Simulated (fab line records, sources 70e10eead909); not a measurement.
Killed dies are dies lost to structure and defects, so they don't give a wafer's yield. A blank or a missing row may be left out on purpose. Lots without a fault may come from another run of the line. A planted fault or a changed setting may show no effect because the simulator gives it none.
A struck lot beside a sound one | flow nand_harc | 15 steps out of a route of 1159
Sound: wafers L310.2, L310.4, L310.5. Struck: wafer L331.4. (L331.3, L331.5 of the same lot were not struck and are left out.) The cause comes at the end.
At each step with rows: each side's tool, then ch and its chambers, then its first start. Under that, the readings that differ: sound wafers | struck wafers | difference of the means | sigmas: that difference in standard deviations of wafers without a fault.
alike: readings whose means differ by less than 2 such deviations, and words and numbers that are the same on both sides. not compared: withheld readings, readings that some wafer has no value for, bounds like >300 that may hide the same value, and numbers for which the record gives no deviation and whose values overlap.
The two part at a step that has a row with sigmas, a row that says differs or no value, or rows on one side only. Numbers that don't overlap but have no deviation are shown without sigmas and don't part them. A reading that every wafer of one side lacks parts them only if that side has two wafers or more.

NHARC_THIN_TSV_DEP_43: deposits SiO2, target thk 1328.5 nm.
  sound on pecvd-03 ch 0,2, day 21 14:41; struck on pecvd-03 ch 2, day 24 06:01
  alike: throttle_valve_pct
then, 8 steps without rows for these wafers: NHARC_THIN_TSV_DEHYDRATE_04 (time 120 s); NHARC_THIN_TSV_HMDS_05 (time 30 s); NHARC_THIN_TSV_COAT_06; NHARC_THIN_TSV_SOFTBAKE_07 (time 95 s); NHARC_THIN_TSV_EBR_08; NHARC_THIN_TSV_EXPOSE_09 (exposes mask TSV); NHARC_THIN_TSV_PEB_10 (peb time 85 s); NHARC_THIN_TSV_DEVELOP_11 (time 70 s).
NHARC_THIN_TSV_CD_MEAS_12: target cd 1000 nm.
  sound on cd_sem-01 ch 0, day 21 15:18; struck on cd_sem-02 ch 0, day 24 06:43
  alike: cd_nm
then, 1 step without rows for these wafers: NHARC_THIN_TSV_HARDBAKE_13 (time 80 s).
NHARC_THIN_TSV_DESCUM_14: chemistry O2, time 3 s.
  sound on rie_diel-09 ch 1,2, day 21 15:29; struck on rie_diel-09 ch 3, day 24 06:53
  alike: drypump_motor_current_A, oes_product_au, rf_vpp_V, showerhead_plenum_p_Torr, throttle_valve_pct
  not compared: rf_hours_counter_h
NHARC_THIN_TSV_ETCH_44: etches the open film in CF4/O2, target depth 1594.2 nm, time 797.1 s.
  sound on rie_diel-09 ch 0,1, day 21 15:37; struck on rie_diel-09 ch 0, day 24 07:05
  reading          | sound             | struck | difference | sigmas
  run_length_s (s) | 817.4 818.6 817.7 | 666.2  | -151.7     | -99 or more
  alike: drypump_motor_current_A, oes_product_au, rf_vpp_V, showerhead_plenum_p_Torr, throttle_valve_pct
  not compared: rf_hours_counter_h
NHARC_THIN_TSV_ETCH_15: target depth 3000 nm, bosch target overetch cycles 2, bosch etch step 2.8 s.
  sound on rie_si-04 ch 1,3, day 21 16:08; struck on rie_si-03 ch 1, day 24 07:32
  reading                     | sound       | struck | difference | sigmas
  drypump_motor_current_A (A) | 6.4 6.6 6.4 | 5.3    | -1.2       | -2
  not compared: rf_hours_counter_h
NHARC_END_SORT_01:
  the record has rows for the struck wafers here (prober-02 ch 0, day 26 05:05) and none for the sound ones

WHERE THEY PART
First at NHARC_THIN_TSV_ETCH_44; last, within this record, at NHARC_END_SORT_01.

WHY: what the simulator had put in
Process parameter drift: rie_diel-09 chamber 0, from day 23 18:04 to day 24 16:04, at NHARC_THIN_TSV_ETCH_44. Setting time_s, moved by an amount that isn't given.
